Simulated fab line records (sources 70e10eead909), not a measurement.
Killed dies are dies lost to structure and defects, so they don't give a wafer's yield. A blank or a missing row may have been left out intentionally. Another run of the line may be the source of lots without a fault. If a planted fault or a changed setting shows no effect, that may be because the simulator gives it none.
Comparing a struck lot with a sound one + flow nand harc + 12 out of 1159 route steps
Sound: these wafers, L805.1, L805.4, L805.6. Struck: wafer L810.4 (L810.2, L810.6, from the same lot, were not struck and are left out); the cause is given at the end.
Order at every step that has rows: each side's tool, ch and its chambers, its first start. Under that, the readings that differ: sound wafers + struck wafers + difference of the means + sigmas: that difference in standard deviations of wafers without a fault.
alike: a reading whose means differ by less than 2 such deviations, as well as words and numbers matching on both sides. not compared: withheld readings; readings where some wafer has no value; bounds like >300 that might hide an equal value; numbers whose values overlap and for which the record gives no deviation.
The two part at a step that has a row with sigmas, a row that says differs or no value, or rows on one side only. Non-overlapping numbers with no deviation appear without sigmas and do not part them. A reading missing from all wafers of one side parts the sides only when that side holds two or more wafers.

first, 3 steps without rows for these wafers: NHARC_A_STAIRCASE_PEB_07 (peb time 130 s); NHARC_A_STAIRCASE_DEVELOP_08 (time 140 s); NHARC_A_STAIRCASE_HARDBAKE_10 (time 140 s).
NHARC_A_STAIRCASE_DESCUM_11: chemistry O2, time 3 s.
  sound on rie diel-12 ch 0,2,3, day 11 15:42; struck on rie diel-01 ch 1, day 12 10:55
  alike: drypump motor current A, oes product au, rf vpp V, showerhead plenum p Torr, throttle valve pct
  not compared: rf hours counter h
NHARC_A_STAIRCASE_TRIM_12: chemistry O2, time 211.2 s.
  sound on rie diel-12 ch 0,1, day 11 15:46; struck on rie diel-01 ch 0, day 12 11:04
  alike: drypump motor current A, oes product au, rf vpp V, showerhead plenum p Torr, throttle valve pct
  not compared: rf hours counter h
NHARC_A_STAIRCASE_ETCH_13: etches the open film in C4F8/O2, target depth 100 nm, time 40.5 s.
  sound: rie diel-12 ch 0,1,2; struck: rie diel-01 ch 2
  alike: oes product au, rf vpp V
  not compared: rf hours counter h
then, 1 step without rows for these wafers: NHARC_A_STAIRCASE_TRIM_14 (chemistry O2, time 211.2 s).
NHARC_A_STAIRCASE_ETCH_15: etches the open film in C4F8/O2, target depth 100 nm, time 40.5 s.
  sound: rie diel-12 ch 0,1,2; struck: rie diel-01 ch 2
  alike: oes product au, rf vpp V
  not compared: rf hours counter h
then, 1 step without rows for these wafers: NHARC_A_STAIRCASE_TRIM_16 (chemistry O2, time 211.2 s).
NHARC_A_STAIRCASE_ETCH_17: etches the open film in C4F8/O2, target depth 100 nm, time 40.5 s.
  sound: rie diel-12 ch 0,1,3; struck: rie diel-01 ch 2
| reading               | sound             | struck | difference | sigmas |
|-----------------------|-------------------|--------|------------|--------|
| oes product au (a.u.) | 0.959 0.963 0.947 | 0.922  | -0.034     | -3     |
  alike: rf vpp V
  not compared: rf hours counter h
then, 1 step without rows for these wafers: NHARC_A_STAIRCASE_TRIM_18 (chemistry O2, time 211.2 s).
NHARC_A_STAIRCASE_ETCH_19: etches the open film in C4F8/O2, target depth 100 nm, time 40.5 s.
  sound on rie diel-12 ch 0,1,2, day 11 16:38; struck on rie diel-01 ch 0, day 12 11:55
| reading               | sound             | struck | difference | sigmas |
|-----------------------|-------------------|--------|------------|--------|
| oes product au (a.u.) | 0.941 0.957 0.953 | 0.803  | -0.147     | -15    |
  alike: rf vpp V
  not compared: rf hours counter h

## WHERE THEY PART
Earliest at NHARC_A_STAIRCASE_ETCH_17; latest, in this record, at NHARC_A_STAIRCASE_ETCH_19.

WHY: the cause the simulator had injected
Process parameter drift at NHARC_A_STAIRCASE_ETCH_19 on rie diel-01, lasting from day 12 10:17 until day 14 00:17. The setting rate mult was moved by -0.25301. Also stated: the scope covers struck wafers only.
